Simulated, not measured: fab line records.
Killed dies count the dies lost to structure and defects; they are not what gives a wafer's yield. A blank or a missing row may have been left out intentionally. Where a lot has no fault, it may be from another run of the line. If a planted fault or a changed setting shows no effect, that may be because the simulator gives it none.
Chamber matching || flow n5Finfet || N5_BEOL_M10_CURE_71 on uvCure-01: 3 sister chambers
The step cures SiCOH lowk, time 240 s. 6 wafers are shown with their chamber, then 10 later ones without.

EACH WAFER AND ITS CHAMBER
{"wafer": "L078.4", "chamber": 0, "wafer_temp_C_max": 387.5, "lampPowerPct (%)": 52.21}
{"wafer": "L078.6", "chamber": 0, "wafer_temp_C_max": 387.1, "lampPowerPct (%)": 52.27}
{"wafer": "L084.5", "chamber": 2, "wafer_temp_C_max": 388.2, "lampPowerPct (%)": 52.37}
{"wafer": "L084.6", "chamber": 2, "wafer_temp_C_max": 387.3, "lampPowerPct (%)": 52.33}
{"wafer": "L087.2", "chamber": 1, "wafer_temp_C_max": 386.9, "lampPowerPct (%)": 52.31}
{"wafer": "L087.3", "chamber": 1, "wafer_temp_C_max": 386.8, "lampPowerPct (%)": 52.40}

WAFERS WHOSE CHAMBER IS MISSING
{"wafer": "L087.4", "wafer_temp_C_max": 386.2, "lampPowerPct (%)": 52.31}
{"wafer": "L093.1", "wafer_temp_C_max": 386.8, "lampPowerPct (%)": 52.27}
{"wafer": "L093.2", "wafer_temp_C_max": 386.4, "lampPowerPct (%)": 52.30}
{"wafer": "L093.4", "wafer_temp_C_max": 386.3, "lampPowerPct (%)": 52.34}
{"wafer": "L093.3", "wafer_temp_C_max": 386.3, "lampPowerPct (%)": 52.32}
{"wafer": "L093.5", "wafer_temp_C_max": 386.6, "lampPowerPct (%)": 52.37}
{"wafer": "L093.6", "wafer_temp_C_max": 386.2, "lampPowerPct (%)": 52.29}
{"wafer": "L096.2", "wafer_temp_C_max": 387.2, "lampPowerPct (%)": 52.31}
{"wafer": "L096.3", "wafer_temp_C_max": 386.5, "lampPowerPct (%)": 52.30}
{"wafer": "L096.5", "wafer_temp_C_max": 386.9, "lampPowerPct (%)": 52.33}

CHAMBER TAKEN BY EACH
{"wafer": "L087.4", "from the rows above": "can't be placed: 1 or 0", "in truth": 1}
{"wafer": "L093.1", "from the rows above": "can't be placed: 0 or 1 or 2", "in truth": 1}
{"wafer": "L093.2", "from the rows above": "can't be placed: 1 or 0 or 2", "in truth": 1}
{"wafer": "L093.4", "from the rows above": "can't be placed: 1 or 0", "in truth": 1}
{"wafer": "L093.3", "from the rows above": "can't be placed: 1 or 0", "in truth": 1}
{"wafer": "L093.5", "from the rows above": 1, "in truth": 1}
{"wafer": "L093.6", "from the rows above": "can't be placed: 1 or 0 or 2", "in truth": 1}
{"wafer": "L096.2", "from the rows above": "can't be placed: 1 or 0 or 2", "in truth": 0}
{"wafer": "L096.3", "from the rows above": "can't be placed: 1 or 0 or 2", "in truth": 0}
{"wafer": "L096.5", "from the rows above": "can't be placed: 1 or 2 or 0", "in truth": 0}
1 of 10 placed correctly. Unplaceable from these rows: 9, with the true chamber sitting among the candidates in 9. Wrongly placed: 0.
How it was worked out, from the rows above alone: a wafer's distance from a chamber is the root of the sum, over the readings, of the square of ((its reading less the chamber's mean) divided by the reading's scatter). The wafer belongs to the nearest chamber; if the next one is less than 2 further off, it can't be placed. For every chamber, the mean is computed from those of its wafers that are shown. The scatter: take each reading less its chamber's mean, square it, sum over the shown wafers, divide by the number of wafers less the number of chambers, and take the root.
